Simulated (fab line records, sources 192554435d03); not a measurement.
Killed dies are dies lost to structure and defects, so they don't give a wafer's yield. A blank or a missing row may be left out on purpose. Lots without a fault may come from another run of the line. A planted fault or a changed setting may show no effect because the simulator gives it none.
Which tool did it? | flow n5_finfet | 11 lots, 31 wafers sampled, at 5 steps of a route of 1938

WHAT THE GAUGES READ, wafer by wafer
N5_BEOL_M4_RC_MEAS_101. Usual: DIBL_N 36.2 mV/V, standard deviation 2.2; DIBL_P 36.1 mV/V, standard deviation 2.8; IOFF_N 0.16 nA/um, standard deviation 0.041; IOFF_P 0.21 nA/um, standard deviation 0.047; ION_N 676 uA/um, standard deviation 16; ION_P 463 uA/um, standard deviation 11; SS_N 71.6 mV/dec, standard deviation 0.78; SS_P 73.3 mV/dec, standard deviation 0.86; VT_N 249 mV, standard deviation 3.8; VT_P -251 mV, standard deviation 3.9.
lot  | measured     | on        | DIBL_N (mV/V)  | DIBL_P (mV/V)  | IOFF_N (nA/um) | IOFF_P (nA/um) | ION_N (uA/um) | ION_P (uA/um) | SS_N (mV/dec)  | SS_P (mV/dec)  | VT_N (mV)   | VT_P (mV)      | flag
L431 | day 8 08:42  | prober-02 | 38.8 37.1 37.7 | 38.8 36.6 37.8 | 0.20 0.16 0.17 | 0.24 0.21 0.22 | 703 689 686   | 474 465 468   | 72.0 72.3 72.0 | 73.3 72.3 73.2 | 248 249 251 | -250 -251 -251 |
L434 | day 9 09:05  | prober-01 | 36.8 35.3 33.9 | 40.0 38.0 35.4 | 0.19 0.17 0.13 | 0.24 0.21 0.17 | 678 679 655   | 465 464 446   | 71.8 71.7 71.1 | 74.2 73.3 73.2 | 247 246 253 | -244 -251 -251 |
L444 | day 12 09:41 | prober-01 | 35.5 37.2 35.6 | 36.9 38.5 36.7 | 0.16 0.21 0.18 | 0.21 0.24 0.21 | 669 691 686   | 459 468 466   | 71.9 72.1 72.0 | 73.2 73.8 73.7 | 247 243 245 | -250 -247 -252 |
L448 | day 13 08:55 | prober-02 | 39.9 32.8 35.3 | 38.6 31.0 33.6 | 0.23 0.10 0.13 | 0.29 0.16 0.20 | 683 667 672   | 470 463 472   | 73.2 70.8 71.3 | 72.8 71.9 72.5 | 245 253 252 | -242 -255 -249 |
L449 | day 13 02:31 | prober-02 | 38.1 38.1 36.2 | 35.3 37.2 35.0 | 0.15 0.18 0.13 | 0.14 0.17 0.15 | 666 674 666   | 438 453 450   | 72.8 71.8 70.9 | 72.7 73.1 73.0 | 253 247 252 | -260 -254 -258 |
L450 | day 13 15:29 | prober-01 | 36.5 38.7      | 37.7 38.0      | 0.16 0.18      | 0.24 0.24      | 677 679       | 474 467       | 70.9 71.6      | 74.4 74.2      | 250 252     | -249 -249      |
L451 | day 13 17:52 | prober-01 | 37.1 35.2      | 39.2 37.6      | 0.20 0.16      | 0.25 0.22      | 700 675       | 481 461       | 71.7 71.9      | 74.1 73.6      | 246 248     | -247 -251      |
L453 | day 14 01:08 | prober-01 | 35.8 40.4 31.0 | 38.1 42.0 31.3 | 0.15 0.26 0.08 | 0.23 0.31 0.13 | 661 701 647   | 461 482 449   | 70.6 72.5 69.6 | 74.0 75.7 71.7 | 250 242 260 | -250 -245 -255 |

WHICH TOOL RAN EACH LOT (tool, then ch and the chambers of the sampled wafers, then the start)
lot  | N5_PMOS_HMC_CHANNEL_EPI_HM_DEP_34 | N5_PMOS_HMC_CHANNEL_EPI_EPI_20 | N5_PMOS_HMC_CHANNEL_EPI_CMP_21 | N5_FIN_SAQP_ALD_61
L431 | pecvd-04 ch 0,2, day 1 23:03      | epi_rpcvd-04 ch 0, day 2 00:05 | cmp-04 ch 1,2, day 2 01:30     | ald_sin-02 ch 0,1,3, day 2 02:25
L434 | pecvd-01 ch 0,1,2, day 2 17:05    | epi_rpcvd-04 ch 0, day 2 18:47 | cmp-01 ch 0,2,3, day 2 19:38   | ald_sin-01 ch 1,2, day 2 20:30
L435 | pecvd-04 ch 0,1,2, day 2 23:31    | epi_rpcvd-04, day 3 01:13      | cmp-04 ch 2,3, day 3 01:57     | -
L436 | pecvd-04 ch 0,1,2, day 3 06:07    | epi_rpcvd-04, day 3 07:31      | cmp-04 ch 0,2,3, day 3 09:04   | -
L437 | pecvd-02 ch 1, day 3 13:23        | epi_rpcvd-01, day 3 14:44      | cmp-04 ch 0,2,3, day 3 15:55   | -
L444 | pecvd-02 ch 0,1,2, day 5 04:55    | epi_rpcvd-01 ch 0, day 5 06:38 | cmp-01 ch 0,2, day 5 08:06     | ald_sin-02 ch 0,1,2, day 5 09:14
L448 | pecvd-04 ch 0,1, day 6 06:14      | epi_rpcvd-04 ch 0, day 6 07:50 | cmp-02 ch 0,1, day 6 08:47     | ald_sin-01 ch 0,2,3, day 6 10:18
L449 | pecvd-01 ch 0,2, day 6 11:26      | epi_rpcvd-01 ch 0, day 6 12:35 | cmp-01 ch 0,2,3, day 6 14:22   | ald_sin-01 ch 0,2,3, day 6 15:20
L450 | pecvd-04 ch 0,1, day 6 17:44      | epi_rpcvd-01 ch 0, day 6 18:55 | cmp-02 ch 0,2, day 6 20:41     | ald_sin-02 ch 0,2, day 6 22:02
L451 | pecvd-04 ch 0,1, day 6 23:06      | epi_rpcvd-04 ch 0, day 7 00:37 | cmp-02 ch 0,3, day 7 02:07     | ald_sin-01 ch 0,1, day 7 03:43
L453 | pecvd-02 ch 1,2, day 7 10:50      | epi_rpcvd-01 ch 0, day 7 12:46 | cmp-04 ch 0,1,2, day 7 14:03   | ald_sin-02 ch 0,1, day 7 15:30
- N5_PMOS_HMC_CHANNEL_EPI_HM_DEP_34: deposits SiO2 from TEOS/O2, target thk 36 nm, time 6.9 s.
- N5_PMOS_HMC_CHANNEL_EPI_EPI_20: deposits SiGe30, target thk 59 nm.
- N5_PMOS_HMC_CHANNEL_EPI_CMP_21: polishes SiGe30, target thk 54 nm.
- N5_FIN_SAQP_ALD_61: deposits SiO2, target thk 4 nm, pulse time 1 s, purge time 2 s.

WHAT THE TOOLS THEMSELVES READ (means of the sampled wafers that have a number; where no wafer has one, the mark that the record gives instead)
N5_PMOS_HMC_CHANNEL_EPI_HM_DEP_34. Usual: heater_power_outer_w 335 W, standard deviation 66; heater_power_w 600 W, standard deviation 96; showerhead_plenum_p_Torr 8.35 Torr, standard deviation 0.039; throttle_valve_pct 18.5 %, standard deviation 1.2.
lot  | tool     | heater_power_outer_w (W) | heater_power_w (W) | showerhead_plenum_p_Torr (Torr) | throttle_valve_pct (%) | flag
L431 | pecvd-04 | 342                      | 583                | 8.38                            | 19.2                   |
L434 | pecvd-01 | 298                      | 550                | 8.38                            | 18.6                   |
L435 | pecvd-04 | 294                      | 536                | 8.35                            | 18.3                   |
L436 | pecvd-04 | 356                      | 612                | 8.35                            | 18.4                   |
L437 | pecvd-02 | 350                      | 654                | 8.32                            | 19.5                   |
L444 | pecvd-02 | 268                      | 534                | 8.34                            | 18.4                   |
L448 | pecvd-04 | 377                      | 653                | 8.33                            | 17.6                   |
L449 | pecvd-01 | 389                      | 655                | 8.41                            | 18.9                   |
L450 | pecvd-04 | 352                      | 616                | 8.34                            | 18.0                   |
L451 | pecvd-04 | 294                      | 526                | 8.35                            | 18.1                   |
L453 | pecvd-02 | 252                      | 494                | 8.34                            | 18.1                   |

N5_PMOS_HMC_CHANNEL_EPI_EPI_20. Usual: chamber_pressure_Torr 20.01 Torr, standard deviation 0.042; lamp_inner_pct 13.1 %, standard deviation 0.47.
lot  | tool         | chamber_pressure_Torr (Torr) | lamp_inner_pct (%) | flag
L431 | epi_rpcvd-04 | 19.97                        | 13.5               |
L434 | epi_rpcvd-04 | 20.01                        | 13.5               |
L435 | epi_rpcvd-04 | -                            | -                  | OFF
L436 | epi_rpcvd-04 | -                            | -                  | OFF
L437 | epi_rpcvd-01 | -                            | -                  | OFF
L444 | epi_rpcvd-01 | 20.01                        | 12.8               |
L448 | epi_rpcvd-04 | 19.99                        | 13.6               |
L449 | epi_rpcvd-01 | 20.05                        | 12.7               |
L450 | epi_rpcvd-01 | 19.99                        | 12.7               |
L451 | epi_rpcvd-04 | 20.06                        | 13.6               |
L453 | epi_rpcvd-01 | 20.00                        | 12.7               |

N5_PMOS_HMC_CHANNEL_EPI_CMP_21. Usual: edge_zone_pressure_frac 1.000, standard deviation 0.005; motor_current_A 12.1 A, standard deviation 1.3.
lot  | tool   | edge_zone_pressure_frac | motor_current_A (A) | flag
L431 | cmp-04 | 1.000                   | 12.6                |
L434 | cmp-01 | 1.007                   | 12.4                |
L435 | cmp-04 | 1.003                   | 11.5                |
L436 | cmp-04 | 1.001                   | 11.9                |
L437 | cmp-04 | 0.997                   | 11.6                |
L444 | cmp-01 | 1.001                   | 12.4                |
L448 | cmp-02 | 1.003                   | 11.4                |
L449 | cmp-01 | 0.999                   | 12.3                |
L450 | cmp-02 | 0.996                   | 11.4                |
L451 | cmp-02 | 0.999                   | 11.0                |
L453 | cmp-04 | 1.002                   | 12.8                |

N5_FIN_SAQP_ALD_61. Usual: heater_power_outer_w 286 W, standard deviation 49; heater_power_w 497 W, standard deviation 58; precursor_pulse_height_rel 1.001, standard deviation 0.019.
lot  | tool       | heater_power_outer_w (W) | heater_power_w (W) | precursor_pulse_height_rel | flag
L431 | ald_sin-02 | 242                      | 445                | 1.003                      |
L434 | ald_sin-01 | 277                      | 488                | 0.995                      |
L444 | ald_sin-02 | 242                      | 452                | 0.999                      |
L448 | ald_sin-01 | 313                      | 530                | 1.009                      |
L449 | ald_sin-01 | 314                      | 542                | 0.997                      |
L450 | ald_sin-02 | 236                      | 435                | 0.989                      |
L451 | ald_sin-01 | 369                      | 582                | 0.963                      |
L453 | ald_sin-02 | 238                      | 452                | 1.000                      |

THE ANSWER, worked out from the rows above alone
Rule: a lot is off if the mean of its wafers that have a number lies more than 3 standard deviations from the usual mean. A lot without any number at a reading at which 4 lots or more have one is off too. The other lots that the step has rows for count as sound. The gauges are gone through in route order, then the tools' own readings, and for those a lot's mean is taken as printed above. The first step at which some lot is off is used, and at that step the reading that is off furthest; a lot without a number counts as furthest.
Off: L435, L436, L437, at N5_PMOS_HMC_CHANNEL_EPI_EPI_20 (chamber_pressure_Torr). Without a number there: L435, L436, L437.
A tool fits if, at that step or a process step before it, it ran every lot that is off, and no sound lot after the first of them. None of those tried fits.

WHAT THE SIMULATOR HAD PUT IN
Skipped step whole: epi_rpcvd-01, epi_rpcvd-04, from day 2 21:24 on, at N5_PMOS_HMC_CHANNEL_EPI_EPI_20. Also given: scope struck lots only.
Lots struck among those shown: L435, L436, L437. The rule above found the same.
